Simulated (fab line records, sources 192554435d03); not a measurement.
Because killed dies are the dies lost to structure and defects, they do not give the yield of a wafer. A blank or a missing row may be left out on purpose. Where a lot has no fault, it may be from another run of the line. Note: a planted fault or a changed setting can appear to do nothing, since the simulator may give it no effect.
Matching of chambers | flow n5 finfet | 3 sister chambers for N5_BEOL_M3_ILD_DEP_00 on pecvd-03
The step deposits SiOC from DEMS/O2, target thk 79 nm, time 15.3 s. 16 wafers are shown with their chamber, then 8 later ones without.

== WAFERS WITH THEIR CHAMBER ==
wafer  | chamber | throttle valve pct (%) | heater power w (W) | showerhead plenum p Torr (Torr)
L075.2 | 1       | 12.3                   | 490                | 5.719
L075.3 | 0       | 12.2                   | 395                | 5.705
L075.5 | 0       | 12.2                   | 396                | 5.707
L076.1 | 1       | 12.1                   | 495                | 5.710
L076.2 | 2       | 11.4                   | 562                | 5.716
L076.4 | 1       | 11.6                   | 491                | 5.708
L081.2 | 2       | 11.5                   | 573                | 5.711
L081.5 | 2       | 11.4                   | 570                | 5.687
L081.6 | 0       | 12.0                   | 401                | 5.689
L082.1 | 0       | 12.2                   | 433                | 5.701
L082.2 | 2       | 11.4                   | 516                | 5.691
L082.6 | 2       | 11.0                   | 522                | 5.681
L085.1 | 0       | 12.3                   | 468                | 5.706
L085.4 | 0       | 12.3                   | 468                | 5.694
L085.5 | 1       | 12.1                   | 425                | 5.708
L088.1 | 1       | 12.3                   | 518                | 5.717

SIGNATURES, as means of the wafers listed above
reading                  | chamber 0 | chamber 1 | chamber 2 | scatter within a chamber
throttle valve pct       | 12.200    | 12.080    | 11.340    | 0.204
heater power w           | 426.83    | 483.80    | 548.60    | 32.7
showerhead plenum p Torr | 5.70033   | 5.71240   | 5.69720   | 0.0101
Rule: for each reading, subtract the chamber's mean from the wafer's reading, divide by that reading's scatter and square the result; add these up over the readings and take the root, which gives the wafer's distance from the chamber. The wafer belongs to the nearest chamber; if the next one is less than 2 further off, it can't be placed. How the scatter is found: for the shown wafers, subtract from each reading the mean of its chamber, square and add these, divide the total by (wafers less chambers), then take the root.

== WAFERS MISSING THEIR CHAMBER ==
wafer  | throttle valve pct (%) | heater power w (W) | showerhead plenum p Torr (Torr)
L088.3 | 12.6                   | 404                | 5.716
L088.4 | 12.1                   | 401                | 5.726
L094.2 | 12.1                   | 442                | 5.714
L094.3 | 11.4                   | 498                | 5.684
L094.6 | 12.1                   | 451                | 5.730
L096.3 | 11.3                   | 509                | 5.710
L096.4 | 11.7                   | 502                | 5.681
L096.6 | 12.1                   | 456                | 5.715

== CHAMBER TAKEN BY EACH ==
wafer  | from the rows above          | in truth
L088.3 | can't be placed: 0 or 1      | 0
L088.4 | can't be placed: 0 or 1      | 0
L094.2 | can't be placed: 1 or 0      | 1
L094.3 | 2                            | 2
L094.6 | can't be placed: 1 or 0      | 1
L096.3 | 2                            | 2
L096.4 | can't be placed: 2 or 1 or 0 | 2
L096.6 | can't be placed: 1 or 0      | 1
Placed correctly: 2 of 8. Cannot be placed on the basis of these rows: 6; the candidates contain the true chamber in 6. Number placed wrongly: 0.
